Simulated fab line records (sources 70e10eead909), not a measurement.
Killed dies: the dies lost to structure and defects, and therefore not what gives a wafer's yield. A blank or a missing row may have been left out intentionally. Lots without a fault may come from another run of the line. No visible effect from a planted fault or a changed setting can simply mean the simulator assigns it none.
What tool caused it? ; flow nand harc ; 36 wafers from 12 lots sampled at 5 of the route's 1159 steps

## WHAT THE GAUGES READ, wafer by wafer
NHARC_END_SORT_01. Usual: killed at array 27, standard deviation 11; killed at other 0.7, standard deviation 1.1; killed at periphery 3.4, standard deviation 2.1; killed dies 31, standard deviation 12; killed open 3.6, standard deviation 2; killed short 2.0, standard deviation 1.3.
lot;measured;on;killed at array;killed at other;killed at periphery;killed dies;killed open;killed short;flag
L936;day 22 02:53;prober-02;577 606 25;3 0 2;3 1 1;583 607 28;2 5 3;3 1 1;OFF
L935;day 22 03:00;prober-01;633 593 36;0 0 0;4 7 5;637 600 41;6 2 6;4 4 0;OFF
L937;day 23 06:13;prober-01;23;1;4;28;5;1;

## TOOL THAT RAN EACH LOT (tool first, then ch and the chambers of the sampled wafers, then the start)
lot;NHARC_A_STAIRCASE_ETCH_25;NHARC_A_STAIRCASE_ETCH_190;NHARC_A_STAIRCASE_ETCH_194;NHARC_A_STAIRCASE_TRIM_196
L922;rie diel-02 ch 1,3, day 11 01:10 or earlier;rie diel-04 ch 0,2, day 11 01:10;rie diel-04 ch 2,3, day 11 01:49 or earlier;rie diel-02 ch 1,2,3, day 11 01:49
L925;rie diel-01 ch 1,2,3, day 11 10:55 or earlier;rie diel-04 ch 0,1,3, day 11 10:55;rie diel-04 ch 0,2, day 11 11:35 or earlier;rie diel-01 ch 1,2,3, day 11 11:35
L924;rie diel-01 ch 1,2,3, day 11 13:10 or earlier;rie diel-04 ch 1,3, day 11 13:10;rie diel-04 ch 1,2,3, day 11 13:51 or earlier;rie diel-01 ch 0,3, day 11 13:51
L927;rie diel-01 ch 0,2,3, day 11 22:40 or earlier;rie diel-04 ch 1,3, day 11 22:40;rie diel-04 ch 0,1,2, day 11 23:28 or earlier;rie diel-04 ch 1,2,3, day 11 23:28
L929;rie diel-01 ch 1,2, day 12 05:51 or earlier;rie diel-02 ch 0,2,3, day 12 05:51;rie diel-02 ch 0,1,3, day 12 06:28 or earlier;rie diel-04 ch 0,3, day 12 06:28
L931;rie diel-01 ch 0,1, day 12 23:29 or earlier;rie diel-01 ch 0,2, day 12 23:29;rie diel-01 ch 1,2,3, day 13 00:11 or earlier;rie diel-01 ch 0,1,2, day 13 00:11
L936;rie diel-02 ch 1,2,3, day 14 07:43 or earlier;rie diel-04 ch 1,3, day 14 07:43;rie diel-04 ch 0,1,3, day 14 08:31 or earlier;rie diel-04 ch 0,1, day 14 08:31
L935;rie diel-04 ch 0,2,3, day 14 08:22 or earlier;rie diel-04 ch 1,3, day 14 08:22;rie diel-04 ch 0,1,3, day 14 09:25 or earlier;rie diel-04 ch 0,1,2, day 14 09:25
L937;rie diel-02 ch 1,2,3, day 14 16:10 or earlier;rie diel-01 ch 0,1,2, day 14 16:10;rie diel-01 ch 0,1,3, day 14 16:52 or earlier;rie diel-04 ch 1,2,3, day 14 16:52
L938;rie diel-01 ch 0,1, day 14 22:02 or earlier;rie diel-01 ch 1,3, day 14 22:02;rie diel-01 ch 0,2,3, day 14 22:46 or earlier;rie diel-01 ch 1,3, day 14 22:46
L939;rie diel-04 ch 0,2,3, day 15 02:16 or earlier;rie diel-02 ch 0,1,2, day 15 02:16;rie diel-02 ch 0,2,3, day 15 02:55 or earlier;rie diel-04 ch 0,1,3, day 15 02:55
L941;rie diel-04 ch 0,1,3, day 15 14:14 or earlier;rie diel-02 ch 0,1,2, day 15 14:14;rie diel-02 ch 0,2,3, day 15 14:54 or earlier;rie diel-02 ch 0,1,2, day 15 14:54
- NHARC_A_STAIRCASE_ETCH_25: etches the open film in C4F8/O2, target depth 100 nm, time 40.5 s.
- NHARC_A_STAIRCASE_ETCH_190: etches the open film in C4F8/O2, target depth 100 nm, time 40.5 s.
- NHARC_A_STAIRCASE_ETCH_194: etches the open film in C4F8/O2, target depth 100 nm, time 40.5 s.
- NHARC_A_STAIRCASE_TRIM_196: chemistry O2, time 211.2 s.

## AS READ BY THE TOOLS THEMSELVES (means over the sampled wafers that have a number; for cases with no such wafer, the mark the record gives instead)
NHARC_A_STAIRCASE_ETCH_25. Usual: oes product au 0.947 a.u., standard deviation 0.01; rf vpp V 894 V, standard deviation 4.6; run length s 61.7 s, standard deviation 0.46.
lot;tool;oes product au (a.u.);rf vpp V (V);run length s (s);flag
L922;rie diel-02;0.949;897;61.9;
L925;rie diel-01;0.948;892;61.7;
L924;rie diel-01;0.939;893;61.7;
L927;rie diel-01;0.945;893;61.7;
L929;rie diel-01;0.946;891;61.5;
L931;rie diel-01;0.948;887;61.8;
L936;rie diel-02;0.952;893;62.1;
L935;rie diel-04;0.940;894;62.0;
L937;rie diel-02;0.957;893;62.0;
L938;rie diel-01;0.930;899;61.6;
L939;rie diel-04;0.940;893;61.9;
L941;rie diel-04;0.940;894;61.6;

NHARC_A_STAIRCASE_ETCH_190. Usual: oes product au 0.943 a.u., standard deviation 0.012; rf vpp V 894 V, standard deviation 4; run length s 61.8 s, standard deviation 0.54.
lot;tool;oes product au (a.u.);rf vpp V (V);run length s (s);flag
L922;rie diel-04;0.947;895;62.3;
L925;rie diel-04;0.934;895;61.5;
L924;rie diel-04;0.948;894;61.3;
L927;rie diel-04;0.939;893;61.2;
L929;rie diel-02;0.951;891;62.0;
L931;rie diel-01;0.955;891;61.6;
L936;rie diel-04;0.944;892;68.6;OFF
L935;rie diel-04;0.942;893;68.7;OFF
L937;rie diel-01;0.954;895;61.7;
L938;rie diel-01;0.947;901;61.4;
L939;rie diel-02;0.964;899;62.1;
L941;rie diel-02;0.963;899;61.9;

NHARC_A_STAIRCASE_ETCH_194. Usual: oes product au 0.945 a.u., standard deviation 0.011; rf vpp V 894 V, standard deviation 4; run length s 61.7 s, standard deviation 0.55.
lot;tool;oes product au (a.u.);rf vpp V (V);run length s (s);flag
L922;rie diel-04;0.949;894;62.4;
L925;rie diel-04;0.951;895;62.0;
L924;rie diel-04;0.948;894;61.9;
L927;rie diel-04;0.934;896;62.0;
L929;rie diel-02;0.939;896;61.7;
L931;rie diel-01;0.947;892;61.4;
L936;rie diel-04;0.932;894;61.4;
L935;rie diel-04;0.938;894;61.3;
L937;rie diel-01;0.931;897;61.6;
L938;rie diel-01;0.938;892;61.7;
L939;rie diel-02;0.949;898;62.0;
L941;rie diel-02;0.953;899;62.0;

NHARC_A_STAIRCASE_TRIM_196. Usual: drypump motor current A 5.5 A, standard deviation 0.41; oes product au 1.004 a.u., standard deviation 0.0084; rf vpp V 57.7 V, standard deviation 0.91; showerhead plenum p Torr 3.47 Torr, standard deviation 0.12; throttle valve pct 17.037 %, standard deviation 0.0086.
lot;tool;drypump motor current A (A);oes product au (a.u.);rf vpp V (V);showerhead plenum p Torr (Torr);throttle valve pct (%);flag
L922;rie diel-02;5.4;1.012;58.1;3.47;17.042;
L925;rie diel-01;5.5;1.003;56.8;3.44;17.034;
L924;rie diel-01;5.7;1.013;57.5;3.40;17.033;
L927;rie diel-04;5.4;1.011;58.4;3.47;17.037;
L929;rie diel-04;5.4;1.000;57.2;3.43;17.036;
L931;rie diel-01;5.7;1.010;57.0;3.34;17.033;
L936;rie diel-04;5.2;1.011;57.7;3.53;17.046;
L935;rie diel-04;5.5;1.001;57.7;3.51;17.039;
L937;rie diel-04;5.4;1.002;58.9;3.46;17.039;
L938;rie diel-01;5.2;0.999;57.8;3.64;17.032;
L939;rie diel-04;5.2;1.003;58.2;3.47;17.038;
L941;rie diel-02;5.6;1.014;57.6;3.62;17.028;

## THE ANSWER, worked out from the rows above alone
Rule: a lot counts as off when the mean over its wafers that have a number is more than 3 standard deviations away from the usual mean. A lot without any number at a reading at which 4 lots or more have one is off too. Where the step has rows for the other lots, those lots are counted as sound. The gauges are gone through in route order, then the tools' own readings, and for those a lot's mean is taken as printed above. At the first step where some lot is off, the reading lying furthest off is the one used; lots without a number count as furthest.
Off: L936, L935 (NHARC_END_SORT_01, killed at array). Neither off nor sound, because the step has no rows for them: L922, L925, L924, L927, L929, L931, L938, L939, L941.
If a tool, at a process step before that reading, ran all the lots that are off and no sound lot after the first of them, it fits. The gauges at NHARC_END_SORT_01 aren't tried: what is off there is off at NHARC_A_STAIRCASE_ETCH_190 too, on other tools, and a gauge's error can't cause that. NHARC_A_STAIRCASE_ETCH_25: start missing for some lots; hours and lot order therefore follow NHARC_A_STAIRCASE_ETCH_190. NHARC_A_STAIRCASE_ETCH_194: start missing for some lots; hours and lot order therefore follow NHARC_A_STAIRCASE_TRIM_196. One fits: rie diel-04 at NHARC_A_STAIRCASE_ETCH_190 and NHARC_A_STAIRCASE_ETCH_194. It ran no sound lot before its first lot that is off in this sample, so the start can't be narrowed down.

## WHAT WAS PUT IN BY THE SIMULATOR
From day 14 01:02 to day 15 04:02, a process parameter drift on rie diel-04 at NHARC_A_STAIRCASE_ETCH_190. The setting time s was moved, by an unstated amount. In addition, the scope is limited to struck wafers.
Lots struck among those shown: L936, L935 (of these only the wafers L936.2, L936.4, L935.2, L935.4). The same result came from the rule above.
